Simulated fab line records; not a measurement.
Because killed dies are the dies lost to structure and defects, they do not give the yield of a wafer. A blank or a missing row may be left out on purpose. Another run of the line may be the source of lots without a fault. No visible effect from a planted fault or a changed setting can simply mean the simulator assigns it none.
Code-filled problem report in 8D (eight disciplines) form + flow nandHarc + the parts of the form that need people (team, actions taken, sign-off) are left out

1. WHAT WENT WRONG
At NHARC_A_M0_EXPOSE_06, exposureDoseMJCm2 averages 86.7 over 9 wafers from 3 lots, while fault-free wafers read 83.4, standard deviation 0.37. That is +8.9 standard deviations from the usual mean.
The step: exposes mask A M0, target cd 80 nm.
First observed at day 29 15:56: wafer L271.2, on arfiScanner-01. Wafers with a number at this step in the record: 39, from 13 lots. Rule for "out" (also "out of limits"): further than 4 standard deviations from the usual mean. The rest of the wafers with a number are treated as sound.

2. WHAT IT IS, WHAT IT ISN'T
| question                    | is                     | is not                                                                          |
|-----------------------------|------------------------|---------------------------------------------------------------------------------|
| which readings at this step | exposureDoseMJCm2      | -                                                                               |
| which lots                  | L269, L271, L273       | L256, L257, L259, L260, L261, L264, L265, L276, L277, L278                      |
| which wafers of those lots  | all that have a number | -                                                                               |
| read on which tools         | arfiScanner-01         | arfiScanner-02, arfiScanner-03                                                  |
| when                        | from day 29 15:56      | up to then (21 sound wafers); but 9 sound wafers of L276, L277, L278 came after |

3. SUSPECTS, AND WHAT RULES EACH OUT
Counting: a tool at any process step up to the reading remains a suspect when it ran all the lots that are out and ran no sound lot after the first of those.
- arfiScanner-01 at NHARC_A_M0_EXPOSE_06 (exposes mask A M0, target cd 80 nm): kept. It ran every lot that is out, first L271 (day 29 15:56), and no sound lot after that; its last sound lot up to then is L265 (day 27 10:04). On those wafers its own readings are out: exposureDoseMJCm2.
Left after counting: arfiScanner-01 at NHARC_A_M0_EXPOSE_06.

4. THE CAUSE (what the simulator had put in)
Process parameter drift: arfiScanner-01, from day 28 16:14 on, at NHARC_A_M0_EXPOSE_06. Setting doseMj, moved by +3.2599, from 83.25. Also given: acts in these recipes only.
After counting, this tool was the only one left.

5. THE CHAIN OF EFFECTS, in route order
One row per reading whose mean, taken over the struck wafers that have a number, lies over 3 standard deviations from the usual. Only readings whose record carries a usual standard deviation are examined. hours: median over the lots of the time between each lot's start at the first step of this table that gives one and its start at this step. sigmas: the change, counted in usual standard deviations.
| hours | step                 | reading           | usual | on struck wafers | change | sigmas |
|-------|----------------------|-------------------|-------|------------------|--------|--------|
| 0     | NHARC_A_M0_EXPOSE_06 | exposureDoseMJCm2 | 83.4  | 86.7             | +3.3   | +8.9   |
The process steps in it:
- NHARC_A_M0_EXPOSE_06: exposes mask A M0, target cd 80 nm.
Later measuring or inspecting steps at which every struck wafer that the step has a row for has a number for every such reading, and none has moved that far: NHARC_A_M0_CD_MEAS_09.

6. HOW IT WOULD HAVE BEEN CAUGHT EARLIER
24 hours passed between the start of the fault at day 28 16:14 and the first reading out of limits in this record, taken at day 29 15:56.
